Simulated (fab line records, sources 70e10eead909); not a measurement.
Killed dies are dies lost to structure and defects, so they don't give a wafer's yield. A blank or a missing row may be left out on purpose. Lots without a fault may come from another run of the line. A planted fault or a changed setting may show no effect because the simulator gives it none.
Which tool did it? | flow nand_harc | 12 lots, 36 wafers sampled, at 5 steps of a route of 1302

WHAT THE GAUGES READ, wafer by wafer
NHARC_A_CONTACT_OVL_MEAS_09.
lot  | measured     | on         | overlay_x_nm (nm) | overlay_y_nm (nm)
L885 | day 24 08:40 | overlay-02 | 1.0 1.2 1.1       | -0.1 -0.8 -0.5
L892 | day 27 00:46 | overlay-01 | -0.1 0.1 0.0      | -0.3 -0.1 -0.2
L893 | day 27 16:13 | overlay-02 | 0.8 0.6 1.1       | 1.8 1.8 1.6
L896 | day 28 06:19 | overlay-02 | 0.0 -0.2 -0.3     | 0.0 0.0 -0.3
L898 | day 29 17:55 | overlay-02 | 0.0 -0.7 0.0      | 0.2 0.2 0.0
L894 | day 29 21:12 | overlay-02 | -1.5 -1.4 -2.2    | 0.5 0.5 0.6
L899 | day 30 04:28 | overlay-01 | 0.1 -0.1 -0.1     | 0.0 0.0 0.6
L903 | day 30 20:05 | overlay-01 | 0.8 0.7 0.7       | -0.6 -0.4 -0.8
L901 | day 30 23:03 | overlay-02 | -1.0 -0.4 -0.6    | -1.0 -0.8 -0.2
L902 | day 31 04:38 | overlay-02 | -1.1 -1.4 -1.6    | 1.0 0.5 1.1
L900 | day 31 14:20 | overlay-02 | 0.3 0.6 1.1       | -1.3 -1.3 -1.8
L904 | day 31 18:02 | overlay-01 | 0.0 0.1 -0.4      | 0.1 0.6 -0.3

NHARC_END_SORT_01.
lot  | measured     | on        | killed_at_array | killed_at_other | killed_at_periphery | killed_dies | killed_open | killed_short
L885 | day 26 13:04 | prober-01 | 74 64 54        | 2 3 4           | 6 2 4               | 82 69 62    | 2 1 5       | 7 2 2
L892 | day 29 02:09 | prober-02 | 62 55 74        | 0 1 0           | 5 3 5               | 67 59 79    | 4 4 2       | 2 1 2
L893 | day 29 17:14 | prober-02 | 65 60 49        | 0 0 0           | 2 6 8               | 67 66 57    | 5 3 4       | 1 5 3
L896 | day 30 12:41 | prober-01 | 34 39 40        | 1 0 0           | 3 6 14              | 38 45 54    | 3 5 3       | 6 3 4
L898 | day 31 20:35 | prober-01 | 63 63 29        | 0 1 0           | 2 2 3               | 65 66 32    | 4 6 2       | 6 4 3
L894 | day 31 22:57 | prober-02 | 38 33 25        | 0 1 2           | 5 5 1               | 43 39 28    | 0 5 2       | 5 5 3
L899 | day 32 20:53 | prober-01 | 58 62 72        | 0 1 0           | 5 3 0               | 63 66 72    | 7 7 4       | 2 2 4
L903 | day 33 03:53 | prober-01 | 34 31 23        | 1 2 2           | 1 0 2               | 36 33 27    | 5 2 2       | 0 4 0
L901 | day 33 03:11 | prober-02 | 75 65 67        | 0 2 0           | 0 2 5               | 75 69 72    | 1 1 3       | 1 3 4
L902 | day 33 11:36 | prober-01 | 56 47 56        | 0 1 0           | 3 4 5               | 59 52 61    | 1 3 2       | 2 0 2
L900 | day 33 23:08 | prober-02 | 52 55 43        | 0 5 0           | 3 1 5               | 55 61 48    | 5 4 3       | 4 1 2
L904 | day 33 23:09 | prober-01 | 56 64 52        | 2 2 1           | 5 0 3               | 63 66 56    | 5 3 4       | 2 1 2

WHICH TOOL RAN EACH LOT (tool, then ch and the chambers of the sampled wafers, then the start)
lot  | NHARC_A_CONTACT_ETCH_30            | NHARC_A_CONTACT_ETCH_137             | NHARC_A_CONTACT_ETCH_139
L885 | rie_diel-12 ch 0,1,2, day 24 09:17 | har_cap_etch-03 ch 0,1, day 24 10:40 | har_cap_etch-03 ch 0,1, day 24 11:13
L892 | rie_diel-04 ch 0,1,3, day 27 01:33 | har_cap_etch-01 ch 0,1, day 27 02:56 | har_cap_etch-01 ch 0,1, day 27 03:29
L893 | rie_diel-12 ch 0,3, day 27 16:50   | har_cap_etch-03 ch 0,1, day 27 18:11 | har_cap_etch-03 ch 0,1, day 27 18:43
L896 | rie_diel-12 ch 1,2,3, day 28 06:56 | har_cap_etch-01 ch 0,1, day 28 08:17 | har_cap_etch-01 ch 0,1, day 28 08:50
L898 | rie_diel-12 ch 2,3, day 29 18:32   | har_cap_etch-01 ch 0,1, day 29 19:55 | har_cap_etch-01 ch 0,1, day 29 20:28
L894 | rie_diel-07 ch 0,2,3, day 29 22:19 | har_cap_etch-03 ch 0,1, day 29 23:54 | har_cap_etch-03 ch 0,1, day 30 00:37
L899 | rie_diel-12 ch 1,2, day 30 05:05   | har_cap_etch-03 ch 0,1, day 30 06:48 | har_cap_etch-03 ch 0,1, day 30 07:31
L903 | rie_diel-12 ch 0,1, day 30 20:42   | har_cap_etch-01 ch 0,1, day 30 22:06 | har_cap_etch-01 ch 0,1, day 30 22:39
L901 | rie_diel-12 ch 0,1,3, day 30 23:44 | har_cap_etch-01 ch 0,1, day 31 01:04 | har_cap_etch-01 ch 0,1, day 31 01:37
L902 | rie_diel-12 ch 0,1,3, day 31 05:16 | har_cap_etch-03 ch 0,1, day 31 06:39 | har_cap_etch-03 ch 0,1, day 31 07:12
L900 | rie_diel-07 ch 1,2,3, day 31 15:00 | har_cap_etch-03 ch 0,1, day 31 16:37 | har_cap_etch-03 ch 0,1, day 31 17:09
L904 | rie_diel-12 ch 0,1, day 31 18:41   | har_cap_etch-01 ch 0,1, day 31 20:16 | har_cap_etch-01 ch 0,1, day 31 20:59
- NHARC_A_CONTACT_ETCH_30: etches the open film in CF4/CHF3, target depth 72.6 nm, time 36.3 s.
- NHARC_A_CONTACT_ETCH_137: etches the open film in C4F8/O2/Ar, time 311 s, target depth 1912 nm.
- NHARC_A_CONTACT_ETCH_139: etches the open film in C4F8/O2/Ar, time 195 s, target depth 840 nm.

WHAT THE TOOLS THEMSELVES READ (means of the sampled wafers that have a number; where no wafer has one, the mark that the record gives instead)
NHARC_A_CONTACT_ETCH_30.
lot  | tool        | drypump_motor_current_A (A) | oes_product_au (a.u.) | rf_vpp_V (V) | run_length_s (s) | showerhead_plenum_p_Torr (Torr) | throttle_valve_pct (%)
L885 | rie_diel-12 | 5.7                         | 0.924                 | 370.6        | 57.7             | 1.58                            | 16.798
L892 | rie_diel-04 | 5.8                         | 0.958                 | 369.4        | 55.6             | 1.52                            | 16.798
L893 | rie_diel-12 | 5.8                         | 0.955                 | 369.7        | 57.5             | 1.55                            | 16.802
L896 | rie_diel-12 | 5.7                         | 0.935                 | 369.8        | 57.9             | 1.53                            | 16.794
L898 | rie_diel-12 | 5.4                         | 0.971                 | 368.2        | 57.9             | 1.52                            | 16.805
L894 | rie_diel-07 | 6.1                         | 0.928                 | 369.3        | 57.8             | 1.56                            | 16.802
L899 | rie_diel-12 | 5.5                         | 0.918                 | 371.0        | 57.7             | 1.56                            | 16.799
L903 | rie_diel-12 | 6.1                         | 0.922                 | 369.8        | 57.7             | 1.58                            | 16.806
L901 | rie_diel-12 | 5.9                         | 0.920                 | 369.8        | 57.9             | 1.54                            | 16.804
L902 | rie_diel-12 | 6.0                         | 0.966                 | 369.3        | 57.9             | 1.54                            | 16.810
L900 | rie_diel-07 | 5.9                         | 0.915                 | 370.8        | 57.4             | 1.56                            | 16.799
L904 | rie_diel-12 | 6.0                         | 0.917                 | 371.3        | 57.4             | 1.58                            | 16.801

NHARC_A_CONTACT_ETCH_139.
lot  | tool            | run_length_s (s)
L885 | har_cap_etch-03 | 226.4
L892 | har_cap_etch-01 | 225.6
L893 | har_cap_etch-03 | 226.5
L896 | har_cap_etch-01 | 226.1
L898 | har_cap_etch-01 | 225.8
L894 | har_cap_etch-03 | 226.4
L899 | har_cap_etch-03 | 226.2
L903 | har_cap_etch-01 | 225.7
L901 | har_cap_etch-01 | 225.8
L902 | har_cap_etch-03 | 226.2
L900 | har_cap_etch-03 | 226.4
L904 | har_cap_etch-01 | 225.7

THE ANSWER, worked out from the rows above alone
Rule: what is usual is taken from the lots themselves. Put in order of their means at a reading, lots are off if they are a third of the lots or fewer, leave a main group of 4 or more, and stand apart from it by a gap of 3 or more times the standard deviation of the main group's means; of several such gaps the widest counts. A main group whose means are all the same, to the digits that the tables above print for the reading, isn't used. A lot without any number at a reading at which 4 lots or more have one is off too. The other lots that the step has rows for count as sound. The gauges are gone through in route order, then the tools' own readings, and for those a lot's mean is taken as printed above. The first step at which some lot is off is used, and at that step the reading that is off furthest; a lot without a number counts as furthest.
Off: L892, at NHARC_A_CONTACT_ETCH_30 (run_length_s). The main group: mean 57.7 s, standard deviation 0.19.
A tool fits if, at that step or a process step before it, it ran every lot that is off, and no sound lot after the first of them. One fits: rie_diel-04 at NHARC_A_CONTACT_ETCH_30. It ran no sound lot before its first lot that is off in this sample, so the start can't be narrowed down.
The tool's own readings at NHARC_A_CONTACT_ETCH_30 bear it out: on the lots that are off they differ by more than 5 times the standard deviation of the sound lots' means. run_length_s reads 55.6 s there against 57.7 s on the sound lots.

WHAT THE SIMULATOR HAD PUT IN
Process parameter drift: rie_diel-04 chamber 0, from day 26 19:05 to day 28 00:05, at NHARC_A_CONTACT_ETCH_30. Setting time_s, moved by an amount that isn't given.
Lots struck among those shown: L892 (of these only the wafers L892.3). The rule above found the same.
